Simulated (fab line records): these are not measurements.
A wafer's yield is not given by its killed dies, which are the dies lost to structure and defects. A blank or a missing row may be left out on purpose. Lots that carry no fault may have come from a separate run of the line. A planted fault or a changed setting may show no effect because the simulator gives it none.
Which of the tools did it? | flow n5_finfet | 21 lots with 63 wafers sampled at 6 steps, on a route of 1938 steps

## WHAT THE GAUGES READ, wafer by wafer
Not one reading of a measure or inspect step in the record can be checked against a usual standard deviation.

## WHICH TOOL RAN EACH LOT (tool, then ch and the chambers of the sampled wafers, then the start)
lot  | N5_BEOL_M8_ETCH_61                 | N5_BEOL_M8_STRIP_67                | N5_BEOL_M8_ETCH_41                            | N5_BEOL_M8_DEGAS_44          | N5_BEOL_M8_PRE_CLEAN_45      | N5_BEOL_M9_DESCUM_16
L074 | rie_diel-04 ch 1,3, day 10 10:20   | rie_diel-04 ch 1,3, day 10 10:32   | rie_diel-01 ch 1,2,3, day 10 14:17 or earlier | pvd_sputter-03, day 10 14:17 | pvd_sputter-03, day 10 14:20 | rie_diel-02 ch 0,2,3, day 10 17:47
L075 | rie_diel-04 ch 2,3, day 10 12:07   | rie_diel-04 ch 2,3, day 10 12:19   | rie_diel-06 ch 2,3, day 10 14:32 or earlier   | pvd_sputter-02, day 10 14:32 | pvd_sputter-02, day 10 14:35 | rie_diel-02 ch 0,3, day 10 18:36
L076 | rie_diel-06 ch 0,2, day 10 18:05   | rie_diel-06 ch 0,2, day 10 18:17   | rie_diel-06 ch 0,2, day 10 21:14 or earlier   | pvd_sputter-02, day 10 21:14 | pvd_sputter-02, day 10 21:17 | rie_diel-02 ch 1,2,3, day 11 01:47
L078 | rie_diel-01 ch 0,2,3, day 11 09:21 | rie_diel-01 ch 0,2,3, day 11 09:33 | rie_diel-01 ch 1,2, day 11 12:40 or earlier   | pvd_sputter-03, day 11 12:40 | pvd_sputter-03, day 11 12:43 | rie_diel-03 ch 0,2,3, day 11 17:11
L079 | rie_diel-04 ch 0,1,2, day 12 09:35 | rie_diel-04 ch 0,1,2, day 12 09:47 | rie_diel-06 ch 0,1,3, day 12 12:52 or earlier | pvd_sputter-03, day 12 12:52 | pvd_sputter-03, day 12 12:55 | rie_diel-05 ch 0,1,2, day 12 16:47
L080 | rie_diel-01 ch 0,1,2, day 12 09:38 | rie_diel-01 ch 0,1,2, day 12 09:50 | rie_diel-04 ch 0,2,3, day 12 12:57 or earlier | pvd_sputter-03, day 12 12:57 | pvd_sputter-03, day 12 12:59 | rie_diel-03 ch 0,1,2, day 12 19:02
L081 | rie_diel-01 ch 0,2,3, day 12 12:59 | rie_diel-01 ch 0,2,3, day 12 13:11 | rie_diel-04 ch 0,2,3, day 12 15:30 or earlier | pvd_sputter-03, day 12 15:30 | pvd_sputter-03, day 12 15:32 | rie_diel-02 ch 1,2, day 12 20:25
L082 | rie_diel-01 ch 0,1,3, day 12 19:17 | rie_diel-01 ch 0,1,3, day 12 19:29 | rie_diel-01 ch 0,2,3, day 13 00:35 or earlier | pvd_sputter-02, day 13 00:35 | pvd_sputter-02, day 13 00:37 | rie_diel-05 ch 1,2,3, day 13 04:05
L083 | rie_diel-04 ch 0,1,3, day 13 20:42 | rie_diel-04 ch 0,1,3, day 13 20:55 | rie_diel-01 ch 1,3, day 14 00:38 or earlier   | pvd_sputter-01, day 14 00:38 | pvd_sputter-01, day 14 00:41 | rie_diel-02 ch 2,3, day 14 04:39
L085 | rie_diel-04 ch 0,1,2, day 14 10:40 | rie_diel-04 ch 0,1,2, day 14 10:52 | rie_diel-01 ch 0,2,3, day 14 15:11 or earlier | pvd_sputter-02, day 14 15:11 | pvd_sputter-02, day 14 15:13 | rie_diel-03 ch 0,1,3, day 15 00:13
L086 | rie_diel-04 ch 0,1,3, day 14 23:02 | rie_diel-04 ch 0,1,3, day 14 23:14 | rie_diel-04 ch 0,3, day 15 05:01 or earlier   | pvd_sputter-02, day 15 05:01 | pvd_sputter-02, day 15 05:04 | rie_diel-02 ch 1,2,3, day 15 09:31
L088 | rie_diel-06 ch 1,2,3, day 14 23:14 | rie_diel-06 ch 1,2,3, day 14 23:26 | rie_diel-04 ch 1,3, day 15 03:10 or earlier   | pvd_sputter-03, day 15 03:10 | pvd_sputter-03, day 15 03:12 | rie_diel-02 ch 0,2,3, day 15 07:33
L087 | rie_diel-01 ch 0,2,3, day 15 00:22 | rie_diel-01 ch 0,2,3, day 15 00:34 | rie_diel-01 ch 0,2,3, day 15 05:06 or earlier | pvd_sputter-02, day 15 05:06 | pvd_sputter-02, day 15 05:08 | rie_diel-03 ch 1,3, day 15 09:43
L089 | rie_diel-04 ch 0,3, day 15 04:22   | rie_diel-04 ch 0,3, day 15 04:40   | rie_diel-01 ch 0,1,3, day 15 06:48 or earlier | pvd_sputter-01, day 15 06:48 | pvd_sputter-01, day 15 06:50 | rie_diel-02 ch 1,3, day 15 10:10
L092 | rie_diel-06 ch 0,2,3, day 15 08:13 | rie_diel-06 ch 0,2,3, day 15 08:25 | rie_diel-01 ch 2,3, day 15 11:14 or earlier   | pvd_sputter-03, day 15 11:14 | pvd_sputter-03, day 15 11:16 | rie_diel-02 ch 1,3, day 15 15:40
L090 | rie_diel-06 ch 0,1,2, day 15 09:39 | rie_diel-06 ch 0,1,2, day 15 09:52 | rie_diel-01 ch 1,2,3, day 15 13:43 or earlier | pvd_sputter-03, day 15 13:43 | pvd_sputter-03, day 15 13:46 | rie_diel-03 ch 2,3, day 15 17:49
L091 | rie_diel-01 ch 1,2, day 15 22:14   | rie_diel-01 ch 1,2, day 15 22:26   | rie_diel-01 ch 1,2, day 16 01:05 or earlier   | pvd_sputter-03, day 16 01:05 | pvd_sputter-03, day 16 01:07 | rie_diel-02 ch 1,3, day 16 04:50
L094 | rie_diel-04 ch 0,1, day 15 22:16   | rie_diel-04 ch 0,1, day 15 22:28   | rie_diel-04 ch 0,3, day 16 02:37 or earlier   | pvd_sputter-03, day 16 02:37 | pvd_sputter-03, day 16 02:39 | rie_diel-02 ch 1,2, day 16 08:22
L095 | rie_diel-01 ch 0,2, day 16 03:37   | rie_diel-01 ch 0,2, day 16 03:49   | rie_diel-04 ch 0,2,3, day 16 08:59 or earlier | pvd_sputter-02, day 16 08:59 | pvd_sputter-02, day 16 09:01 | rie_diel-03 ch 0,2,3, day 16 15:16
L093 | rie_diel-04 ch 0,3, day 16 04:35   | rie_diel-04 ch 0,3, day 16 04:48   | rie_diel-01 ch 0,2, day 16 08:32 or earlier   | pvd_sputter-01, day 16 08:32 | pvd_sputter-01, day 16 08:34 | rie_diel-03 ch 1,2, day 16 12:51
L097 | rie_diel-01 ch 0,2,3, day 17 11:05 | rie_diel-01 ch 0,2,3, day 17 11:17 | rie_diel-01 ch 0,1,3, day 17 14:17 or earlier | pvd_sputter-03, day 17 14:17 | pvd_sputter-03, day 17 14:20 | rie_diel-05 ch 0,1,3, day 17 20:43
- N5_BEOL_M8_ETCH_61: etches SiARC in CF4, target depth 45.5 nm, time 75.8 s.
- N5_BEOL_M8_STRIP_67: strips in CF4.
- N5_BEOL_M8_ETCH_41: etches SiCN in CH3F/O2, target depth 31.9 nm, time 57.8 s.
- N5_BEOL_M8_DEGAS_44: time 60 s.
- N5_BEOL_M8_PRE_CLEAN_45: time 30 s.
- N5_BEOL_M9_DESCUM_16: chemistry O2, time 7.9 s.

## AS READ BY THE TOOLS THEMSELVES (means over the sampled wafers that have a number; for cases with no such wafer, the mark the record gives instead)
N5_BEOL_M8_ETCH_61. Usual: bias_w 36.01 W, standard deviation 0.11; drypump_motor_current_A 5.7 A, standard deviation 0.37; etch_rf_on_time_s 75.6 s, standard deviation 1.5; oes_product_au 0.70 a.u., standard deviation 0.064; rf_vpp_V 184.6 V, standard deviation 1; showerhead_plenum_p_Torr 2.19 Torr, standard deviation 0.045; throttle_valve_pct 15.41 %, standard deviation 0.29.
lot  | tool        | bias_w (W) | drypump_motor_current_A (A) | etch_rf_on_time_s (s) | oes_product_au (a.u.) | rf_vpp_V (V) | showerhead_plenum_p_Torr (Torr) | throttle_valve_pct (%) | flag
L074 | rie_diel-04 | 35.96      | 6.0                         | 74.9                  | 0.67                  | 185.2        | 2.20                            | 15.75                  |
L075 | rie_diel-04 | 36.01      | 5.6                         | 76.2                  | 0.71                  | 184.7        | 2.17                            | 15.35                  |
L076 | rie_diel-06 | 36.00      | 5.5                         | 75.3                  | 0.79                  | 184.6        | 2.18                            | 15.04                  |
L078 | rie_diel-01 | 35.98      | 5.7                         | 75.9                  | 0.71                  | 184.6        | 2.23                            | 15.26                  |
L079 | rie_diel-04 | 36.04      | 6.1                         | 75.7                  | 0.65                  | 184.8        | 2.16                            | 15.66                  |
L080 | rie_diel-01 | 36.06      | 5.7                         | 77.3                  | 0.66                  | 184.9        | 2.23                            | 15.46                  |
L081 | rie_diel-01 | 36.01      | 5.7                         | 75.6                  | 0.70                  | 185.1        | 2.22                            | 15.28                  |
L082 | rie_diel-01 | 36.09      | 5.5                         | 75.0                  | 0.68                  | 184.4        | 2.22                            | 15.48                  |
L083 | rie_diel-04 | 36.02      | 5.9                         | 74.8                  | 0.69                  | 184.5        | 2.18                            | 15.49                  |
L085 | rie_diel-04 | 35.86      | 6.1                         | 75.1                  | 0.65                  | 184.2        | 2.16                            | 15.68                  |
L086 | rie_diel-04 | 35.98      | 5.9                         | 74.5                  | 0.69                  | 185.0        | 2.18                            | 15.51                  |
L088 | rie_diel-06 | 36.01      | 5.3                         | 75.4                  | 0.73                  | 185.0        | 2.20                            | 15.39                  |
L087 | rie_diel-01 | 36.00      | 5.7                         | 75.8                  | 0.69                  | 184.5        | 2.22                            | 15.33                  |
L089 | rie_diel-04 | 36.12      | 5.9                         | 75.5                  | 0.72                  | 183.8        | 2.17                            | 15.21                  |
L092 | rie_diel-06 | 36.02      | 5.2                         | 75.8                  | 0.74                  | 184.5        | 2.21                            | 15.18                  |
L090 | rie_diel-06 | 35.91      | 5.4                         | 75.6                  | 0.71                  | 184.3        | 2.16                            | 15.32                  |
L091 | rie_diel-01 | 36.08      | 5.7                         | 77.0                  | 0.70                  | 184.6        | 2.21                            | 15.39                  |
L094 | rie_diel-04 | 35.85      | 6.1                         | 74.3                  | 0.68                  | 184.1        | 2.18                            | 15.50                  |
L095 | rie_diel-01 | 36.03      | 5.9                         | 77.0                  | 0.66                  | 185.3        | 2.22                            | 15.32                  |
L093 | rie_diel-04 | 35.91      | 5.7                         | 75.6                  | 0.70                  | 183.8        | 2.17                            | 15.26                  |
L097 | rie_diel-01 | 35.98      | 5.7                         | 76.6                  | 0.66                  | 185.5        | 2.21                            | 15.36                  |

N5_BEOL_M8_STRIP_67. Usual: drypump_motor_current_A 5.7 A, standard deviation 0.37; oes_product_au 0.81 a.u., standard deviation 0.072; power_w 300.0 W, standard deviation 0.88; rf_vpp_V 271.9 V, standard deviation 1.2; showerhead_plenum_p_Torr 1.83 Torr, standard deviation 0.037; throttle_valve_pct 13.38 %, standard deviation 0.29.
lot  | tool        | drypump_motor_current_A (A) | oes_product_au (a.u.) | power_w (W) | rf_vpp_V (V) | showerhead_plenum_p_Torr (Torr) | throttle_valve_pct (%) | flag
L074 | rie_diel-04 | 6.0                         | 0.78                  | 299.8       | 272.2        | 1.83                            | 13.68                  |
L075 | rie_diel-04 | 5.6                         | 0.83                  | 300.0       | 272.2        | 1.81                            | 13.33                  |
L076 | rie_diel-06 | 5.5                         | 0.93                  | 299.8       | 271.5        | 1.83                            | 13.02                  |
L078 | rie_diel-01 | 5.7                         | 0.83                  | 299.8       | 273.2        | 1.86                            | 13.23                  |
L079 | rie_diel-04 | 6.1                         | 0.76                  | 300.6       | 271.4        | 1.81                            | 13.62                  |
L080 | rie_diel-01 | 5.7                         | 0.78                  | 299.6       | 273.0        | 1.87                            | 13.43                  |
L081 | rie_diel-01 | 5.7                         | 0.82                  | 299.7       | 271.5        | 1.85                            | 13.24                  |
L082 | rie_diel-01 | 5.5                         | 0.80                  | 300.7       | 272.4        | 1.85                            | 13.44                  |
L083 | rie_diel-04 | 5.9                         | 0.80                  | 300.2       | 271.5        | 1.83                            | 13.46                  |
L085 | rie_diel-04 | 6.0                         | 0.75                  | 300.1       | 271.4        | 1.81                            | 13.66                  |
L086 | rie_diel-04 | 5.9                         | 0.79                  | 299.3       | 271.7        | 1.82                            | 13.49                  |
L088 | rie_diel-06 | 5.4                         | 0.86                  | 299.0       | 272.8        | 1.84                            | 13.34                  |
L087 | rie_diel-01 | 5.7                         | 0.79                  | 300.3       | 272.3        | 1.85                            | 13.29                  |
L089 | rie_diel-04 | 5.9                         | 0.85                  | 300.4       | 271.3        | 1.82                            | 13.19                  |
L092 | rie_diel-06 | 5.2                         | 0.88                  | 299.2       | 272.2        | 1.85                            | 13.17                  |
L090 | rie_diel-06 | 5.5                         | 0.82                  | 300.6       | 272.0        | 1.81                            | 13.32                  |
L091 | rie_diel-01 | 5.7                         | 0.83                  | 299.9       | 272.1        | 1.86                            | 13.38                  |
L094 | rie_diel-04 | 6.2                         | 0.79                  | 300.2       | 270.7        | 1.82                            | 13.49                  |
L095 | rie_diel-01 | 5.9                         | 0.77                  | 300.0       | 272.2        | 1.86                            | 13.30                  |
L093 | rie_diel-04 | 5.7                         | 0.82                  | 299.8       | 271.7        | 1.82                            | 13.23                  |
L097 | rie_diel-01 | 5.7                         | 0.78                  | 300.1       | 272.4        | 1.84                            | 13.34                  |

N5_BEOL_M8_ETCH_41. Usual: bias_w 74.98 W, standard deviation 0.2; drypump_motor_current_A 5.6 A, standard deviation 0.35; oes_product_au 0.82 a.u., standard deviation 0.08; rf_vpp_V 298.2 V, standard deviation 1.2; showerhead_plenum_p_Torr 2.05 Torr, standard deviation 0.047; throttle_valve_pct 16.09 %, standard deviation 0.26.
lot  | tool        | bias_w (W) | drypump_motor_current_A (A) | oes_product_au (a.u.) | rf_vpp_V (V) | showerhead_plenum_p_Torr (Torr) | throttle_valve_pct (%) | flag
L074 | rie_diel-01 | 74.84      | 5.5                         | 0.79                  | 299.7        | 2.06                            | 16.20                  |
L075 | rie_diel-06 | 75.25      | 5.4                         | 0.86                  | 298.6        | 1.99                            | 16.00                  |
L076 | rie_diel-06 | 75.07      | 5.5                         | 0.93                  | 297.9        | 2.04                            | 15.74                  |
L078 | rie_diel-01 | 74.80      | 5.7                         | 0.76                  | 299.7        | 2.08                            | 16.17                  |
L079 | rie_diel-06 | 75.03      | 5.2                         | 0.78                  | 297.7        | 1.97                            | 16.17                  |
L080 | rie_diel-04 | 75.06      | 5.8                         | 0.81                  | 297.5        | 2.02                            | 16.09                  |
L081 | rie_diel-04 | 75.10      | 5.9                         | 0.81                  | 297.8        | 2.02                            | 16.09                  |
L082 | rie_diel-01 | 74.99      | 5.7                         | 0.81                  | 298.8        | 2.08                            | 16.01                  |
L083 | rie_diel-01 | 75.08      | 5.3                         | 0.73                  | 298.2        | 2.05                            | 16.42                  |
L085 | rie_diel-01 | 74.84      | 5.7                         | 0.80                  | 297.9        | 2.08                            | 16.03                  |
L086 | rie_diel-04 | 75.08      | 5.7                         | 0.83                  | 298.1        | 2.03                            | 15.92                  |
L088 | rie_diel-04 | 74.74      | 5.7                         | 0.79                  | 298.7        | 2.05                            | 16.27                  |
L087 | rie_diel-01 | 74.92      | 5.7                         | 0.80                  | 298.0        | 2.08                            | 16.04                  |
L089 | rie_diel-01 | 74.93      | 5.5                         | 0.88                  | 298.6        | 2.07                            | 16.06                  |
L092 | rie_diel-01 | 75.10      | 5.5                         | 0.79                  | 297.5        | 2.04                            | 16.10                  |
L090 | rie_diel-01 | 75.12      | 5.5                         | 0.85                  | 298.9        | 2.05                            | 16.09                  |
L091 | rie_diel-01 | 75.07      | 5.5                         | 0.91                  | 298.2        | 2.06                            | 16.09                  |
L094 | rie_diel-04 | 74.78      | 5.7                         | 0.83                  | 297.5        | 2.03                            | 15.96                  |
L095 | rie_diel-04 | 75.02      | 5.8                         | 0.88                  | 297.0        | 2.01                            | 15.97                  |
L093 | rie_diel-01 | 74.88      | 5.9                         | 0.76                  | 299.0        | 2.09                            | 16.03                  |
L097 | rie_diel-01 | 75.01      | 5.5                         | 0.84                  | 298.9        | 2.06                            | 16.11                  |

N5_BEOL_M8_DEGAS_44. Usual: heater_power_w 338 W, standard deviation 36.
lot  | tool           | heater_power_w (W) | flag
L074 | pvd_sputter-03 | 370                |
L075 | pvd_sputter-02 | 360                |
L076 | pvd_sputter-02 | 367                |
L078 | pvd_sputter-03 | 366                |
L079 | pvd_sputter-03 | 317                |
L080 | pvd_sputter-03 | 342                |
L081 | pvd_sputter-03 | 341                |
L082 | pvd_sputter-02 | 351                |
L083 | pvd_sputter-01 | 342                |
L085 | pvd_sputter-02 | 361                |
L086 | pvd_sputter-02 | 349                |
L088 | pvd_sputter-03 | 377                |
L087 | pvd_sputter-02 | 338                |
L089 | pvd_sputter-01 | 320                |
L092 | pvd_sputter-03 | 324                |
L090 | pvd_sputter-03 | 344                |
L091 | pvd_sputter-03 | 318                |
L094 | pvd_sputter-03 | 308                |
L095 | pvd_sputter-02 | 340                |
L093 | pvd_sputter-01 | 338                |
L097 | pvd_sputter-03 | 350                |

N5_BEOL_M8_PRE_CLEAN_45. Usual: heater_power_w 339 W, standard deviation 37.
lot  | tool           | heater_power_w (W) | flag
L074 | pvd_sputter-03 | 370                |
L075 | pvd_sputter-02 | 361                |
L076 | pvd_sputter-02 | 369                |
L078 | pvd_sputter-03 | 372                |
L079 | pvd_sputter-03 | 308                |
L080 | pvd_sputter-03 | 345                |
L081 | pvd_sputter-03 | 340                |
L082 | pvd_sputter-02 | 354                |
L083 | pvd_sputter-01 | 340                |
L085 | pvd_sputter-02 | 363                |
L086 | pvd_sputter-02 | 353                |
L088 | pvd_sputter-03 | 377                |
L087 | pvd_sputter-02 | 341                |
L089 | pvd_sputter-01 | 319                |
L092 | pvd_sputter-03 | 326                |
L090 | pvd_sputter-03 | 341                |
L091 | pvd_sputter-03 | 315                |
L094 | pvd_sputter-03 | 315                |
L095 | pvd_sputter-02 | 345                |
L093 | pvd_sputter-01 | 334                |
L097 | pvd_sputter-03 | 349                |

N5_BEOL_M9_DESCUM_16. Usual: drypump_motor_current_A 5.6 A, standard deviation 0.48; oes_product_au 0.79 a.u., standard deviation 0.1; rf_vpp_V 243.2 V, standard deviation 1.4; showerhead_plenum_p_Torr 2.09 Torr, standard deviation 0.078; throttle_valve_pct 20.28 %, standard deviation 0.23.
lot  | tool        | drypump_motor_current_A (A) | oes_product_au (a.u.) | rf_vpp_V (V) | showerhead_plenum_p_Torr (Torr) | throttle_valve_pct (%) | flag
L074 | rie_diel-02 | 5.5                         | 0.71                  | 242.9        | 2.10                            | 20.33                  |
L075 | rie_diel-02 | 5.3                         | 0.69                  | 243.3        | 2.09                            | 20.31                  |
L076 | rie_diel-02 | 6.0                         | 0.73                  | 243.2        | 2.05                            | 20.44                  |
L078 | rie_diel-03 | 5.3                         | 0.84                  | 244.3        | 2.13                            | 20.16                  |
L079 | rie_diel-05 | 5.5                         | 0.90                  | 244.2        | 2.17                            | 20.31                  |
L080 | rie_diel-03 | 5.7                         | 0.86                  | 243.5        | 2.10                            | 20.10                  |
L081 | rie_diel-02 | 6.1                         | 0.72                  | 242.3        | 2.06                            | 20.53                  |
L082 | rie_diel-05 | 5.3                         | 0.92                  | 245.9        | 2.19                            | 20.21                  |
L083 | rie_diel-02 | 5.9                         | 0.70                  | 241.7        | 2.04                            | 20.42                  |
L085 | rie_diel-03 | 5.6                         | 0.78                  | 243.7        | 2.09                            | 20.18                  |
L086 | rie_diel-02 | 6.0                         | 0.70                  | 243.9        | 2.04                            | 20.50                  |
L088 | rie_diel-02 | 5.5                         | 0.78                  | 243.0        | 2.09                            | 20.21                  |
L087 | rie_diel-03 | 6.0                         | 0.83                  | 242.3        | 2.06                            | 20.03                  |
L089 | rie_diel-02 | 6.1                         | 0.70                  | 242.7        | 1.98                            | 20.53                  |
L092 | rie_diel-02 | 6.1                         | 0.70                  | 241.5        | 1.98                            | 20.53                  |
L090 | rie_diel-03 | 5.4                         | 0.86                  | 243.3        | 2.11                            | 20.02                  |
L091 | rie_diel-02 | 6.3                         | 0.71                  | 241.4        | 1.99                            | 20.59                  |
L094 | rie_diel-02 | 5.9                         | 0.70                  | 243.1        | 2.11                            | 20.48                  |
L095 | rie_diel-03 | 5.3                         | 0.90                  | 243.0        | 2.11                            | 20.05                  |
L093 | rie_diel-03 | 6.1                         | 0.87                  | 242.3        | 2.06                            | 19.96                  |
L097 | rie_diel-05 | 5.3                         | 0.86                  | 243.4        | 2.12                            | 20.29                  |

## THE ANSWER, worked out from the rows above alone
Rule: a lot counts as off when the mean over its wafers that have a number is more than 3 standard deviations away from the usual mean. Also off: a lot with no number at a reading for which 4 or more lots have one. Where the step has rows for the other lots, those lots are counted as sound. Order of review: gauges by route order, followed by the tools' own readings, for which a lot's mean as printed above is used. The first step at which some lot is off is used, and at that step the reading that is off furthest; a lot without a number counts as furthest.
None of the lots is off at any reading shown; this tells nothing.

## WHAT THE SIMULATOR HAD PUT IN
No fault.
